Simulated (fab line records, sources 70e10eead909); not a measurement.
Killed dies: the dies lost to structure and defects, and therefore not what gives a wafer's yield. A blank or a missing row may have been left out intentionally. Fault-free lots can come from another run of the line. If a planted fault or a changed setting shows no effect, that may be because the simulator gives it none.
Matching of chambers -- flow nand harc -- NHARC_A_STAIRCASE_DEP_417 on pecvd-03: 3 sister chambers
The step deposits Si3N4, target thk 60 nm. 16 wafers are shown with their chamber, then 8 later ones without.

== WAFERS, EACH WITH ITS CHAMBER ==
wafer,chamber,heater power w (W)
L077.4,2,721
L077.5,0,712
L077.6,1,661
L078.1,0,742
L078.3,1,766
L078.6,0,746
L080.3,0,772
L080.4,2,635
L080.5,1,787
L082.1,2,672
L082.3,0,659
L082.5,0,672
L083.1,1,789
L083.2,0,777
L083.6,0,775
L088.1,2,703

SIGNATURES (averages over the wafers above)
reading,chamber 0,chamber 1,chamber 2,scatter within a chamber
heater power w,731.88,750.75,682.75,48.4
Rule: for a wafer and a chamber, the distance is found by dividing, reading by reading, the gap between the wafer's reading and the chamber's mean by the reading's scatter, squaring, summing and taking the root. The wafer belongs to the nearest chamber; if the next one is less than 2 further off, it can't be placed. How the scatter is found: for the shown wafers, subtract from each reading the mean of its chamber, square and add these, divide the total by (wafers less chambers), then take the root.

== WAFERS WITHOUT THEIR CHAMBER ==
wafer,heater power w (W)
L088.3,756
L088.6,735
L087.1,731
L087.5,735
L087.6,746
L093.2,628
L093.4,638
L093.5,618

== WHICH CHAMBER EACH WENT THROUGH ==
wafer,from the rows above,in truth
L088.3,can't be placed: 1 or 0 or 2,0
L088.6,can't be placed: 0 or 1 or 2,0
L087.1,can't be placed: 0 or 1 or 2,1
L087.5,can't be placed: 0 or 1 or 2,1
L087.6,can't be placed: 1 or 0 or 2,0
L093.2,can't be placed: 2 or 0 or 1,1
L093.4,can't be placed: 2 or 0 or 1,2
L093.5,can't be placed: 2 or 0 or 1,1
Placed correctly: 0 of 8. Unplaceable from these rows: 8, with the true chamber sitting among the candidates in 8. Number placed wrongly: 0.
